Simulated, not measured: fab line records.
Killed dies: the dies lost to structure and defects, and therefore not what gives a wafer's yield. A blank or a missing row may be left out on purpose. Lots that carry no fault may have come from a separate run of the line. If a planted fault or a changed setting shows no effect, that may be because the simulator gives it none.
fab line records	flow n5-finfet
record lots=24	wafers=72	last-day=18
route steps=1938 shown BEOL_M14@1766 BEOL_M15@1807 MIM_TOP@1835
lots that met no fault: from a run of the same line without faults
start-h: the number of hours between the record's first day and the start of the first shown wafer of the lot	wait-h: time in hours since the lot's previous step	" unchanged from the row above	L1.1+2: several wafers, shown together as one row	- either no value or no given start	* or withheld: withheld	< > ~ a bound
route shown NAME@n: names a module that has steps shown in the file, with the first one's number in the route	usual: mean/standard deviation of fault-free wafers	same: alike in all rows	chamber/n: place in a boat	sites: readings site by site	_std_site: how widely they spread, as a standard deviation	_edge_site: inner sites' mean taken away from outer sites' mean	radius-mm: how far each site lies from the wafer's centre	mask NAME#n: copy n	behind: the last tool/chamber to shape the wafer	hold: the reason the lot was held/the length of the hold in hours/how it ended	device: names the non-switching transistor (n, p or np)	end of line: the tests these same wafers got at the end of their route	where a step has no rows: the recipe by itself	killed: the dies lost at the first sort to structure and to defects; this is not the yield of the wafer	map: per-die view of a wafer (x killed, . not killed, _ where there is no die)
set.NAME: the setting that was run; set.NAME@STEP: the one run at that earlier step	model.NAME: the simulator's own value behind a step, which no gauge read
steps of the route over a sample of lots; a table a step, a row a wafer
services: a tool's chamber out of use, with start hour (start-h, from the record's first day; less than 0 if before it), hours out, and reason
## steps
# step N5_BEOL_M14_ANNEAL_48
# recipe temp-c=225	time-s=90	ambient=N2
# usual wafer_temp_C_max=225.65/0.22
lot.wafer	tool	chamber	start-h	wait-h	wafer_temp_C_max
L074.2	rtp-anneal-02	0	247.08	0.2	225.72
L074.3	"	0	"	"	225.63
L074.4	"	0	"	"	225.54
L075.1	rtp-anneal-01	0	260.22	0.2	225.63
L075.2	"	0	"	"	225.78
L075.5	"	0	"	"	225.86
L076.2	rtp-anneal-01	0	265.95	0.2	225.25
L076.4	"	0	"	"	225.50
L076.5	"	0	"	"	225.42
L077.3	rtp-anneal-01	0	269.69	0.2	225.48
L077.5	"	0	"	"	225.34
L077.6	"	0	"	"	225.54
L078.1	rtp-anneal-01	0	274.15	0.1	225.75
L078.4	"	0	"	"	225.76
L078.5	"	0	"	"	225.51
L079.1	rtp-anneal-01	0	289.44	0.1	225.75
L079.3	"	0	"	"	225.56
L079.5	"	0	"	"	225.31
L084.1	rtp-anneal-02	0	290.12	0.1	225.57
L084.3	"	0	"	"	225.38
L084.6	"	0	"	"	225.56
L080.2	rtp-anneal-01	0	291.43	1.1	225.53
L080.5	"	0	"	"	225.63
L080.6	"	0	"	"	225.51
L081.1	rtp-anneal-02	0	293.84	0.6	225.83
L081.2	"	0	"	"	226.31
L081.3	"	0	"	"	225.77
L082.1	rtp-anneal-02	0	297.96	0.2	225.70
L082.3	"	0	"	"	225.81
L082.5	"	0	"	"	225.53
L083.2	rtp-anneal-01	0	309.52	0.4	225.37
L083.5	"	0	"	"	225.74
L083.6	"	0	"	"	225.62
L086.3	rtp-anneal-01	0	318.13	0.2	225.39
L086.4	"	0	"	"	225.26
L086.5	"	0	"	"	225.17
L085.2	rtp-anneal-01	0	320.50	0.2	225.56
L085.5	"	0	"	"	225.73
L085.6	"	0	"	"	225.65
L088.2	rtp-anneal-02	0	333.05	0.2	225.42
L088.3	"	0	"	"	225.15
L088.5	"	0	"	"	225.95
L087.1	rtp-anneal-02	0	338.36	0.2	225.84
L087.4	"	0	"	"	226.11
L087.5	"	0	"	"	226.20
L089.1	rtp-anneal-02	0	339.21	0.1	225.48
L089.2	"	0	"	"	225.88
L089.4	"	0	"	"	225.15
L090.1	rtp-anneal-01	0	341.37	0.1	225.54
L090.2	"	0	"	"	225.31
L090.3	"	0	"	"	225.65
L092.4	rtp-anneal-01	0	349.52	0.2	225.80
L092.5	"	0	"	"	225.79
L092.6	"	0	"	"	225.29
L095.1	rtp-anneal-01	0	357.83	0.1	225.46
L095.2	"	0	"	"	225.52
L095.3	"	0	"	"	225.58
L093.1	rtp-anneal-02	0	362.71	0.1	225.59
L093.4	"	0	"	"	225.62
L093.6	"	0	"	"	225.68
L094.1	rtp-anneal-02	0	369.07	0.2	225.81
L094.2	"	0	"	"	225.87
L094.3	"	0	"	"	225.79
L096.1	rtp-anneal-02	0	381.05	0.1	225.75
L096.3	"	0	"	"	225.41
L096.4	"	0	"	"	225.47
L097.1	rtp-anneal-02	0	387.39	0.1	225.80
L097.3	"	0	"	"	225.75
L097.6	"	0	"	"	225.92
L091.3	rtp-anneal-02	0	400.95	0.6	225.77
L091.4	"	0	"	"	225.86
L091.6	"	0	"	"	225.99
# step N5_BEOL_M15_DESCUM_33
# recipe chemistry=O2	time-s=7.9	source-power-w=50	bias-power-w=20	pressure-mtorr=20	rf-frequency-hz=2.712e+07	temp-c=40	o2-flow-sccm=225
# usual drypump-motor-current-A=5.7/0.44	oes-product-au=0.79/0.072	rf-vpp-V=243.3/1.5	showerhead-plenum-p-Torr=2.10/0.082	throttle-valve-pct=20.43/0.21
lot.wafer	tool	chamber	start-h	wait-h	drypump-motor-current-A	oes-product-au	rf-hours-counter-h	rf-vpp-V	showerhead-plenum-p-Torr	throttle-valve-pct
L074.2	rie-diel-03	1	250.59	0.2	6.0	0.72	211	242.3	1.99	20.46
L074.3	"	2	"	"	6.2	0.81	91	242.8	2.11	20.21
L074.4	"	0	"	"	5.3	0.73	172	243.8	2.08	20.57
L075.1	rie-diel-03	0	263.26	0.1	5.4	0.74	175	243.2	2.08	20.56
L075.2	"	3	"	"	6.1	0.89	40	245.3	2.22	20.49
L075.5	"	0	"	"	5.4	0.74	-	242.3	2.08	20.57
L076.2	rie-diel-05	1	268.80	0.0	5.3	0.84	84	244.6	2.20	20.23
L076.4	"	2	"	"	5.4	0.83	-	243.3	2.20	20.40
L076.5	"	0	"	"	6.3	0.84	-	242.9	2.03	20.70
L077.3	rie-diel-04	0	272.62	0.0	6.3	0.72	202	244.0	2.08	20.42
L077.5	"	3	"	"	6.0	0.72	-	240.7	1.99	20.40
L077.6	"	1	"	"	5.4	0.81	-	241.6	2.03	20.78
L078.1	rie-diel-05	1	278.07	0.1	5.3	0.83	87	244.3	2.20	20.26
L078.4	"	0	"	"	6.4	0.82	82	241.9	2.03	20.69
L078.5	"	2	"	"	5.4	0.82	-	245.7	2.20	20.41
L079.1	rie-diel-04	1	292.43	0.0	5.3	0.81	83	242.1	2.02	20.78
L079.3	"	2	"	"	4.8	0.71	212	244.4	2.15	20.25
L079.5	"	0	"	"	6.3	0.71	-	241.7	2.08	20.41
L084.1	rie-diel-03	0	293.26	0.0	5.4	0.73	182	244.2	2.08	20.58
L084.3	"	2	"	"	6.2	0.81	104	243.5	2.10	20.22
L084.6	"	0	"	"	5.4	0.73	-	243.1	2.08	20.58
L080.2	rie-diel-05	2	294.70	0.1	5.4	0.81	107	246.2	2.20	20.43
L080.5	"	0	"	"	6.3	0.82	-	243.5	2.03	20.70
L080.6	"	3	"	"	5.3	0.95	-	242.4	2.05	19.97
L081.1	rie-diel-05	1	297.00	0.0	5.3	0.83	93	244.6	2.20	20.27
L081.2	"	3	"	"	5.4	0.96	7	243.7	2.05	19.99
L081.3	"	2	"	"	5.4	0.82	108	243.6	2.20	20.42
L082.1	rie-diel-03	3	302.24	1.1	6.0	0.88	54	244.2	2.21	20.52
L082.3	"	0	"	"	5.4	0.72	185	244.9	2.08	20.58
L082.5	"	1	"	"	6.0	0.71	-	240.4	1.98	20.49
L083.2	rie-diel-05	0	313.71	1.0	6.3	0.81	95	242.6	2.03	20.73
L083.5	"	0	"	"	6.3	0.81	-	243.7	2.03	20.72
L083.6	"	1	"	"	5.3	0.82	-	244.4	2.20	20.27
L086.3	rie-diel-05	0	323.03	1.3	6.4	0.81	99	242.0	2.03	20.74
L086.4	"	1	"	"	5.3	0.81	104	245.9	2.20	20.28
L086.5	"	1	"	"	5.3	0.81	-	245.0	2.20	20.28
L085.2	rie-diel-05	0	325.51	0.4	6.3	0.80	100	241.7	2.03	20.72
L085.5	"	2	"	"	5.4	0.80	-	245.2	2.20	20.44
L085.6	"	3	"	"	5.3	0.92	-	241.5	2.05	20.00
L088.2	rie-diel-03	3	337.09	0.3	6.1	0.85	71	244.6	2.21	20.54
L088.3	"	2	"	"	6.2	0.79	117	242.9	2.10	20.25
L088.5	"	3	"	"	6.1	0.85	-	244.5	2.21	20.55
L087.1	rie-diel-03	1	342.53	1.0	6.0	0.70	247	240.0	1.98	20.52
L087.4	"	2	"	"	6.2	0.79	120	242.7	2.10	20.24
L087.5	"	1	"	"	6.0	0.69	-	241.8	1.98	20.52
L089.1	rie-diel-03	2	343.32	0.2	6.2	0.78	121	243.4	2.10	20.25
L089.2	"	3	"	"	6.1	0.85	75	245.3	2.21	20.55
L089.4	"	1	"	"	6.0	0.68	248	241.4	1.98	20.53
L090.1	rie-diel-03	1	344.88	0.5	6.0	0.69	248	240.6	1.98	20.54
L090.2	"	3	"	"	6.1	0.85	75	245.0	2.21	20.55
L090.3	"	2	"	"	6.1	0.78	122	243.2	2.10	20.27
L092.4	rie-diel-04	2	352.54	0.2	4.8	0.70	216	243.7	2.15	20.25
L092.5	"	3	"	"	6.0	0.71	-	240.8	1.99	20.40
L092.6	"	2	"	"	4.7	0.70	-	244.0	2.15	20.26
L095.1	rie-diel-05	1	360.84	0.0	5.3	0.81	118	244.4	2.19	20.30
L095.2	"	0	"	"	6.3	0.80	115	242.1	2.02	20.76
L095.3	"	2	"	"	5.4	0.81	133	245.3	2.19	20.46
L093.1	rie-diel-05	2	365.72	0.0	5.4	0.78	134	244.1	2.19	20.45
L093.4	"	3	"	"	5.3	0.88	37	243.4	2.04	20.03
L093.6	"	2	"	"	5.4	0.79	-	244.0	2.19	20.45
L094.1	rie-diel-04	3	372.26	0.3	6.0	0.71	201	241.7	1.98	20.41
L094.2	"	0	"	"	6.3	0.70	222	242.0	2.07	20.43
L094.3	"	1	"	"	5.4	0.80	96	243.7	2.02	20.82
L096.1	rie-diel-03	1	384.14	0.0	6.0	0.96	3	244.6	2.24	20.15
L096.3	"	2	"	"	6.2	0.78	131	242.2	2.09	20.25
L096.4	"	0	"	"	5.4	0.71	217	243.3	2.07	20.65
L097.1	rie-diel-04	2	391.26	0.2	4.7	0.70	226	243.2	2.15	20.28
L097.3	"	1	"	"	5.4	0.79	104	243.5	2.02	20.82
L097.6	"	1	"	"	5.3	0.80	-	242.4	2.02	20.82
L091.3	rie-diel-05	2	404.18	0.0	5.4	0.77	147	245.8	2.19	20.46
L091.4	"	3	"	"	5.3	0.87	50	243.4	2.04	20.05
L091.6	"	2	"	"	5.4	0.77	-	244.0	2.19	20.51
# step N5_BEOL_M15_SPUTTER_44
# recipe material=Ta	target-thk-a=150	temp-c=50	bias-v=80	power-w=15000	chamber-pressure-pa=0.07	time-s=24.19
# usual bias-v=79.9/0.77	cathode-dc-power-W=15000/2.7	throttle-valve-pct=30.1/1
lot.wafer	tool	chamber	start-h	wait-h	bias-v	cathode-dc-power-W	throttle-valve-pct
L074.2	pvd-sputter-01	-	252.79	0.0	79.8	15001	30.2
L074.3	"	-	"	"	80.0	15001	30.2
L074.4	"	-	"	"	80.4	15000	29.2
L075.1	pvd-sputter-02	-	266.27	0.0	79.7	15006	30.7
L075.2	"	-	"	"	80.0	15004	30.7
L075.5	"	-	"	"	79.3	15001	28.4
L076.2	pvd-sputter-01	-	270.09	0.0	80.3	15002	30.2
L076.4	"	-	"	"	78.8	15000	30.1
L076.5	"	-	"	"	78.2	15004	29.8
L077.3	pvd-sputter-03	-	274.69	0.0	78.6	14998	30.2
L077.5	"	-	"	"	82.1	14999	32.9
L077.6	"	-	"	"	80.7	15004	28.9
L078.1	pvd-sputter-02	-	279.93	0.0	80.5	15000	30.4
L078.4	"	-	"	"	79.7	15001	28.2
L078.5	"	-	"	"	79.0	14997	30.2
L084.1	pvd-sputter-01	-	297.22	0.0	80.8	15000	29.9
L084.3	"	-	"	"	79.3	15001	30.1
L084.6	"	-	"	"	81.5	15004	29.3
L079.1	pvd-sputter-02	-	297.24	0.0	80.5	15000	28.4
L079.3	"	-	"	"	78.5	14997	30.7
L079.5	"	-	"	"	79.6	15005	28.5
L080.2	pvd-sputter-02	-	297.56	0.0	79.9	15003	30.3
L080.5	"	-	"	"	79.3	15001	30.4
L080.6	"	-	"	"	79.8	15002	28.3
L081.1	pvd-sputter-01	-	298.12	0.0	79.6	15000	30.2
L081.2	"	-	"	"	81.1	15002	30.0
L081.3	"	-	"	"	78.6	15001	29.8
L082.1	pvd-sputter-01	-	304.55	0.0	79.8	15003	29.8
L082.3	"	-	"	"	80.6	14996	29.4
L082.5	"	-	"	"	79.2	14999	30.0
L083.2	pvd-sputter-03	-	315.66	0.0	79.8	14998	33.0
L083.5	"	-	"	"	80.5	15007	29.0
L083.6	"	-	"	"	80.9	15002	32.9
L086.3	pvd-sputter-01	-	327.50	0.0	78.0	15003	30.3
L086.4	"	-	"	"	80.0	15005	30.2
L086.5	"	-	"	"	79.1	15003	30.0
L085.2	pvd-sputter-01	-	328.22	0.0	79.2	14999	30.0
L085.5	"	-	"	"	80.3	15002	30.6
L085.6	"	-	"	"	79.5	15002	30.1
L088.2	pvd-sputter-03	-	338.25	0.0	78.3	15001	29.0
L088.3	"	-	"	"	80.2	15000	33.0
L088.5	"	-	"	"	79.1	15000	28.9
L087.1	pvd-sputter-02	-	345.17	0.0	80.7	15003	28.7
L087.4	"	-	"	"	80.4	15000	30.3
L087.5	"	-	"	"	80.3	15000	30.9
L089.1	pvd-sputter-01	-	345.23	0.0	81.1	15002	30.2
L089.2	"	-	"	"	80.2	15000	29.3
L089.4	"	-	"	"	79.8	14996	30.1
L090.1	pvd-sputter-01	-	345.70	0.0	79.6	14998	29.2
L090.2	"	-	"	"	80.4	15006	30.3
L090.3	"	-	"	"	79.3	15000	29.9
L092.4	pvd-sputter-01	-	355.96	0.0	80.1	14998	29.2
L092.5	"	-	"	"	79.9	14999	29.2
L092.6	"	-	"	"	79.6	15003	30.2
L095.1	pvd-sputter-03	-	362.72	0.0	79.9	15001	31.9
L095.2	"	-	"	"	80.1	15000	29.1
L095.3	"	-	"	"	79.7	14993	30.3
L093.1	pvd-sputter-01	-	368.49	0.0	80.6	15000	30.1
L093.4	"	-	"	"	78.7	15000	30.2
L093.6	"	-	"	"	80.2	15001	30.1
L094.1	pvd-sputter-01	-	373.37	0.0	80.8	15001	29.0
L094.2	"	-	"	"	79.8	15001	30.5
L094.3	"	-	"	"	79.7	14996	30.1
L096.1	pvd-sputter-01	-	386.71	0.0	79.5	14995	30.3
L096.3	"	-	"	"	80.1	14998	30.3
L096.4	"	-	"	"	79.9	14998	29.2
L097.1	pvd-sputter-03	-	393.29	0.0	80.1	14997	29.0
L097.3	"	-	"	"	81.0	15002	32.0
L097.6	"	-	"	"	80.1	14999	30.4
L091.3	pvd-sputter-02	-	407.58	0.0	82.0	14997	30.6
L091.4	"	-	"	"	79.5	14998	30.6
L091.6	"	-	"	"	78.9	14998	28.3
# step N5_BEOL_M15_INSPECT_55
# recipe inspect-instrument=darkfield	mode=post-dep
# usual raw-defect-count=74/23
lot.wafer	tool	chamber	start-h	wait-h	raw-defect-count
L074.2	defect-inspect-01	-	253.97	0.0	67
L074.3	"	-	"	"	53
L074.4	"	-	"	"	53
L075.1	defect-inspect-02	-	267.46	0.0	53
L075.2	"	-	"	"	82
L075.5	"	-	"	"	61
L076.2	defect-inspect-01	-	271.28	0.0	77
L076.4	"	-	"	"	77
L076.5	"	-	"	"	111
L077.3	defect-inspect-02	-	275.90	0.0	57
L077.5	"	-	"	"	61
L077.6	"	-	"	"	57
L078.1	defect-inspect-01	-	281.11	0.0	71
L078.4	"	-	"	"	57
L078.5	"	-	"	"	89
L084.1	defect-inspect-02	-	298.44	0.0	116
L084.3	"	-	"	"	100
L084.6	"	-	"	"	91
L079.1	defect-inspect-01	-	298.54	0.0	81
L079.3	"	-	"	"	62
L079.5	"	-	"	"	37
L080.2	defect-inspect-01	-	298.81	0.0	87
L080.5	"	-	"	"	108
L080.6	"	-	"	"	52
L081.1	defect-inspect-01	-	299.31	0.0	83
L081.2	"	-	"	"	42
L081.3	"	-	"	"	83
L082.1	defect-inspect-02	-	305.75	0.0	101
L082.3	"	-	"	"	89
L082.5	"	-	"	"	93
L083.2	defect-inspect-02	-	316.85	0.0	49
L083.5	"	-	"	"	57
L083.6	"	-	"	"	82
L086.3	defect-inspect-01	-	328.89	0.0	44
L086.4	"	-	"	"	43
L086.5	"	-	"	"	55
L085.2	defect-inspect-02	-	329.59	0.0	77
L085.5	"	-	"	"	106
L085.6	"	-	"	"	104
L088.2	defect-inspect-01	-	339.44	0.0	52
L088.3	"	-	"	"	85
L088.5	"	-	"	"	78
L087.1	defect-inspect-01	-	346.36	0.0	61
L087.4	"	-	"	"	49
L087.5	"	-	"	"	70
L089.1	defect-inspect-01	-	346.41	0.0	49
L089.2	"	-	"	"	64
L089.4	"	-	"	"	74
L090.1	defect-inspect-01	-	346.95	0.0	84
L090.2	"	-	"	"	63
L090.3	"	-	"	"	53
L092.4	defect-inspect-02	-	357.15	0.0	52
L092.5	"	-	"	"	57
L092.6	"	-	"	"	88
L095.1	defect-inspect-02	-	364.29	0.0	64
L095.2	"	-	"	"	83
L095.3	"	-	"	"	98
L093.1	defect-inspect-02	-	369.69	0.0	47
L093.4	"	-	"	"	42
L093.6	"	-	"	"	83
L094.1	defect-inspect-02	-	374.67	0.0	82
L094.2	"	-	"	"	92
L094.3	"	-	"	"	60
L096.1	defect-inspect-02	-	387.89	0.0	71
L096.3	"	-	"	"	50
L096.4	"	-	"	"	97
L097.1	defect-inspect-01	-	394.50	0.0	75
L097.3	"	-	"	"	104
L097.6	"	-	"	"	53
L091.3	defect-inspect-01	-	409.40	0.0	147
L091.4	"	-	"	"	83
L091.6	"	-	"	"	89
# step N5_MIM_TOP_ALD_01
# recipe material=HfO2	target-thk-a=56	temp-c=withheld	ald-precursor-family=Hf-amide	ald-co-reactant=O3	pulse-time-s=1	purge-time-s=3	co-reactant-purge-time-s=2	co-reactant-pulse-time-s=3	ald-cycles=62
# usual precursor-pulse-height-rel=1.002/0.021
# same co-reactant-pulse-time-s=3
lot.wafer	tool	chamber	start-h	wait-h	precursor-pulse-height-rel
L074.2	ald-hk-01	3	-	-	0.983
L074.3	"	1	"	"	0.953
L074.4	"	2	"	"	0.991
L075.1	ald-hk-03	1	-	-	1.004
L075.2	"	2	"	"	1.031
L075.5	"	0	"	"	0.978
L076.2	ald-hk-03	1	-	-	1.017
L076.4	"	2	"	"	0.956
L076.5	"	0	"	"	1.007
L077.3	ald-hk-02	1	-	-	1.044
L077.5	"	3	"	"	1.011
L077.6	"	0	"	"	1.009
L078.1	ald-hk-02	2	-	-	1.027
L078.4	"	3	"	"	1.001
L078.5	"	0	"	"	0.997
L084.1	ald-hk-01	3	-	-	1.006
L084.3	"	1	"	"	1.015
L084.6	"	2	"	"	0.977
L079.1	ald-hk-03	0	-	-	0.994
L079.3	"	2	"	"	0.990
L079.5	"	3	"	"	1.003
L080.2	ald-hk-02	3	-	-	0.992
L080.5	"	2	"	"	1.004
L080.6	"	3	"	"	1.011
L081.1	ald-hk-01	3	-	-	0.990
L081.2	"	2	"	"	1.038
L081.3	"	1	"	"	1.012
L082.1	ald-hk-01	3	-	-	1.027
L082.3	"	1	"	"	1.008
L082.5	"	0	"	"	0.998
L083.2	ald-hk-01	0	-	-	1.011
L083.5	"	3	"	"	0.971
L083.6	"	0	"	"	0.995
L086.3	ald-hk-01	3	-	-	0.991
L086.4	"	0	"	"	0.980
L086.5	"	1	"	"	1.034
L085.2	ald-hk-02	3	-	-	1.017
L085.5	"	3	"	"	1.025
L085.6	"	2	"	"	1.006
L088.2	ald-hk-03	1	-	-	1.042
L088.3	"	3	"	"	1.005
L088.5	"	0	"	"	0.981
L087.1	ald-hk-03	2	-	-	0.989
L087.4	"	1	"	"	1.022
L087.5	"	1	"	"	0.980
L089.1	ald-hk-02	3	-	-	0.970
L089.2	"	1	"	"	0.995
L089.4	"	0	"	"	1.005
L090.1	ald-hk-01	3	-	-	1.033
L090.2	"	0	"	"	1.003
L090.3	"	1	"	"	1.016
L092.4	ald-hk-01	1	-	-	0.982
L092.5	"	2	"	"	0.972
L092.6	"	1	"	"	0.986
L095.1	ald-hk-02	1	-	-	1.026
L095.2	"	2	"	"	1.034
L095.3	"	3	"	"	0.992
L093.1	ald-hk-01	1	-	-	1.000
L093.4	"	3	"	"	1.022
L093.6	"	3	"	"	0.937
L094.1	ald-hk-01	2	-	-	0.991
L094.2	"	0	"	"	1.015
L094.3	"	1	"	"	0.990
L096.1	ald-hk-03	3	-	-	0.966
L096.3	"	1	"	"	0.999
L096.4	"	2	"	"	1.015
L097.1	ald-hk-01	3	-	-	0.990
L097.3	"	2	"	"	0.989
L097.6	"	3	"	"	1.040
L091.3	ald-hk-01	2	-	-	1.008
L091.4	"	3	"	"	1.038
L091.6	"	0	"	"	0.988
# step N5_MIM_TOP_SPUTTER_03
# recipe material=TiN	target-thk-a=350	temp-c=200	power-w=3000	chamber-pressure-pa=0.49996	gas=Ar	reactive-partial-pa=0.37997	time-s=89.7
# usual cathode-dc-power-W=3000.0/0.52	throttle-valve-pct=30.4/1.3
lot.wafer	tool	chamber	start-h	wait-h	cathode-dc-power-W	throttle-valve-pct
L074.2	pvd-sputter-03	-	259.12	0.0	2999.6	32.0
L074.3	"	-	"	"	2999.7	32.7
L074.4	"	-	"	"	3000.3	30.4
L075.1	pvd-sputter-03	-	272.49	0.0	3000.6	30.1
L075.2	"	-	"	"	3000.3	29.0
L075.5	"	-	"	"	2999.0	29.0
L076.2	pvd-sputter-02	-	274.32	0.0	3000.3	28.5
L076.4	"	-	"	"	3000.8	30.2
L076.5	"	-	"	"	3000.8	28.6
L077.3	pvd-sputter-02	-	278.95	0.0	2999.1	30.4
L077.5	"	-	"	"	2999.9	28.3
L077.6	"	-	"	"	3000.4	30.5
L078.1	pvd-sputter-03	-	283.31	0.0	3000.2	29.1
L078.4	"	-	"	"	3000.5	33.0
L078.5	"	-	"	"	2999.4	30.2
L084.1	pvd-sputter-02	-	301.13	0.0	3000.5	28.7
L084.3	"	-	"	"	2999.4	30.5
L084.6	"	-	"	"	3000.2	28.3
L079.1	pvd-sputter-03	-	301.20	0.0	2999.7	30.2
L079.3	"	-	"	"	3000.2	29.0
L079.5	"	-	"	"	2999.8	32.1
L080.2	pvd-sputter-01	-	301.25	0.0	3000.5	29.2
L080.5	"	-	"	"	2998.8	29.4
L080.6	"	-	"	"	3000.5	30.4
L081.1	pvd-sputter-03	-	301.58	0.0	3000.2	31.8
L081.2	"	-	"	"	2999.0	32.8
L081.3	"	-	"	"	2999.3	30.1
L082.1	pvd-sputter-03	-	308.52	0.0	2999.5	30.2
L082.3	"	-	"	"	2999.1	29.0
L082.5	"	-	"	"	3000.2	30.0
L083.2	pvd-sputter-02	-	318.89	0.0	3000.2	30.4
L083.5	"	-	"	"	2999.5	28.3
L083.6	"	-	"	"	3000.0	30.5
L086.3	pvd-sputter-03	-	332.43	0.0	2999.4	30.1
L086.4	"	-	"	"	3000.3	30.0
L086.5	"	-	"	"	3000.4	32.7
L085.2	pvd-sputter-01	-	332.90	0.0	2999.6	29.9
L085.5	"	-	"	"	3000.4	29.4
L085.6	"	-	"	"	3000.2	30.5
L088.2	pvd-sputter-01	-	343.91	0.0	2999.8	29.1
L088.3	"	-	"	"	2999.8	30.0
L088.5	"	-	"	"	3000.7	30.1
L087.1	pvd-sputter-02	-	349.35	0.0	3000.5	30.2
L087.4	"	-	"	"	3000.4	30.6
L087.5	"	-	"	"	3000.1	30.9
L089.1	pvd-sputter-03	-	349.36	0.0	2999.0	29.0
L089.2	"	-	"	"	2999.6	31.9
L089.4	"	-	"	"	2999.8	30.2
L090.1	pvd-sputter-03	-	351.52	0.0	3001.2	30.2
L090.2	"	-	"	"	2999.1	29.0
L090.3	"	-	"	"	2999.8	31.9
L092.4	pvd-sputter-03	-	361.36	0.0	3000.1	32.2
L092.5	"	-	"	"	3000.8	32.9
L092.6	"	-	"	"	2999.7	28.9
L095.1	pvd-sputter-03	-	368.74	0.0	2999.8	29.1
L095.2	"	-	"	"	3000.1	32.0
L095.3	"	-	"	"	3000.2	32.8
L093.1	pvd-sputter-02	-	373.00	0.0	2999.7	30.6
L093.4	"	-	"	"	2999.6	30.7
L093.6	"	-	"	"	3000.3	30.4
L094.1	pvd-sputter-03	-	376.78	0.0	3000.0	31.9
L094.2	"	-	"	"	2999.8	30.3
L094.3	"	-	"	"	2999.7	29.0
L096.1	pvd-sputter-03	-	390.29	0.0	3000.0	32.8
L096.3	"	-	"	"	3000.0	30.0
L096.4	"	-	"	"	3000.2	29.0
L097.1	pvd-sputter-01	-	399.25	0.0	2999.1	29.8
L097.3	"	-	"	"	3000.6	29.6
L097.6	"	-	"	"	3000.1	29.5
L091.3	pvd-sputter-02	-	412.92	0.0	3000.2	30.5
L091.4	"	-	"	"	2999.7	30.8
L091.6	"	-	"	"	2999.7	30.4
## services
tool	chamber	start-h	hours	kind
ald-hk-03	-	224.44	2.8	pm
rie-diel-05	3	242.10	-	clean
rie-diel-05	3	242.10	-	consumable-replace:focus-ring
rie-diel-05	3	242.10	27.1	scheduled-down
rie-diel-05	3	242.10	27.1	vent-cycle
rie-diel-05	1	245.40	1.7	repair
rie-diel-04	2	270.32	2.7	repair
ald-hk-02	-	285.52	1.2	pm
rie-diel-04	2	293.38	3.7	repair
pvd-sputter-03	-	340.49	2.0	repair
rie-diel-03	1	352.01	-	clean
rie-diel-03	1	352.01	-	consumable-replace:focus-ring
rie-diel-03	1	352.01	-	consumable-replace:showerhead
rie-diel-03	1	352.01	10.5	scheduled-down
rie-diel-03	1	352.01	10.5	vent-cycle
rie-diel-03	-	370.21	10.0	pm
rie-diel-04	2	373.47	3.8	repair
ald-hk-02	-	389.09	28.1	pm
pvd-sputter-01	-	402.01	2.4	repair
pvd-sputter-01	-	408.37	1.7	repair
## key
fault none
